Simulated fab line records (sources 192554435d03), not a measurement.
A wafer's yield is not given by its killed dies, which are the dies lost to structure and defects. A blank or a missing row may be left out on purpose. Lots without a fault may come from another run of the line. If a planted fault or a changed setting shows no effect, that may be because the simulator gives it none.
Split-lot trial | flow n5Finfet | 21 wafers read from 7 lots, route of 1938 steps

== ABOUT THE SPLIT ==
At N5_FIN_SAQP_DESCUM_21 (chemistry O2, time 7.9 s), the setting timeS was moved away from the recipe's 7.9 s on 6 of the 21 wafers read, by -10.7% to +17.6%. The other wafers ran this setting at the recipe's value.

The file shows no step between the split and the reading.

== THE READING ==
CAR-ArF_of_FIN_SAQP_COAT_10.thkNm (the simulator's own value, which no gauge read), in nm, at N5_FIN_SAQP_ETCH_51 (etches SiARC in CF4, target depth 45.5 nm, time 75.8 s). The file does not state a usual value for it. Here, 15 wafers ran the recipe; their average is 50.87 nm with a standard deviation of 0.23 nm.

wafer  | tool, chamber at the split | timeS as run, s | against the recipe | CAR-ArF_of_FIN_SAQP_COAT_10.thkNm, nm | against lot-mates on the recipe
L075.1 | rieDiel-03, 3              | 8.524           | +7.9%              | 50.61                                 | -0.51
L075.2 | rieDiel-03, 1              | 8.524           | +7.9%              | 50.58                                 | -0.54
L075.3 | rieDiel-03, 0              | 7.9             | recipe             | 51.12                                 | -
L079.1 | rieDiel-05, 3              | 7.9             | recipe             | 50.69                                 | -
L079.2 | rieDiel-05, 0              | 7.9             | recipe             | 50.9                                  | -
L079.5 | rieDiel-05, 3              | 7.9             | recipe             | 51.01                                 | -
L081.3 | rieDiel-04, 3              | 9.291           | +17.6%             | 50.26                                 | -1.00
L081.5 | rieDiel-04, 0              | 7.9             | recipe             | 51.26                                 | -
L081.6 | rieDiel-04, 1              | 9.291           | +17.6%             | 50.34                                 | -0.92
L086.2 | rieDiel-04, 1              | 7.9             | recipe             | 50.7                                  | -
L086.4 | rieDiel-04, 3              | 7.051           | -10.7%             | 51.35                                 | +0.65
L086.6 | rieDiel-04, 3              | 7.051           | -10.7%             | 51.49                                 | +0.79
L090.4 | rieDiel-03, 0              | 7.9             | recipe             | 51.13                                 | -
L090.5 | rieDiel-03, 1              | 7.9             | recipe             | 51.06                                 | -
L090.6 | rieDiel-03, 2              | 7.9             | recipe             | 50.74                                 | -
L091.3 | rieDiel-04, 2              | 7.9             | recipe             | 50.45                                 | -
L091.4 | rieDiel-04, 3              | 7.9             | recipe             | 50.55                                 | -
L091.6 | rieDiel-04, 1              | 7.9             | recipe             | 50.89                                 | -
L097.1 | rieDiel-05, 2              | 7.9             | recipe             | 51.1                                  | -
L097.2 | rieDiel-05, 3              | 7.9             | recipe             | 50.68                                 | -
L097.4 | rieDiel-05, 0              | 7.9             | recipe             | 50.84                                 | -

FIT RESULTS
A straight line over all 21 wafers: CAR-ArF_of_FIN_SAQP_COAT_10.thkNm changes by -0.038 nm for each +1% of timeS; r = -0.78; the points scatter about the line by 0.21 nm.
The same after taking each lot's own level away (the mean of its wafers on the recipe; 21 wafers): -0.0593 nm for each +1%; r = -0.95; scatter 0.14 nm.
According to that fit, moving timeS by its largest amount changes the reading by 1 nm.
The lots' own levels span 50.630 to 51.260 nm, that is 2.8 times the standard deviation above.
So the lot-to-lot level blurs the effect unless lot-mates are compared.
Check: for one of the wafers moved furthest among these (+17.6%), held out of the fit, the line's prediction against its lot-mates is -1.05 nm. Against them it came out at -1 nm.

== OTHER SPLITS APPLIED TO THESE WAFERS ==
Note: prior to the reading, these wafers also went through further splits. Each is held against what the fit with the lots' levels taken away leaves over:
other split on the same wafers           | wafers away from the commonest value | r with CAR-ArF_of_FIN_SAQP_COAT_10.thkNm (lot level and that fit taken away)
N5_PMOS_HMC_CHANNEL_EPI_EXPOSE_06 doseMj | 7                                    | -0.06

== THE WHOLE CHAIN: every reading that the file lists as answering this split, in the file's order ==
step                  | what it does                                           | reading                                                                            | change (the file's fit)                | r (the file's)
N5_FIN_SAQP_DESCUM_21 | chemistry O2, time 7.9 s                               | CAR-ArF_of_FIN_SAQP_COAT_10.thkNm (the simulator's own value, which no gauge read) | -0.0571 nm for each +1% of the setting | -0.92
N5_FIN_SAQP_ETCH_51   | etches SiARC in CF4, target depth 45.5 nm, time 75.8 s | CAR-ArF_of_FIN_SAQP_COAT_10.thkNm (the simulator's own value, which no gauge read) | -0.0591 nm for each +1% of the setting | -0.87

== FILE'S OWN FIT ==
CAR-ArF_of_FIN_SAQP_COAT_10.thkNm changes by -0.0591 nm for each +1% of timeS, r = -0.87.
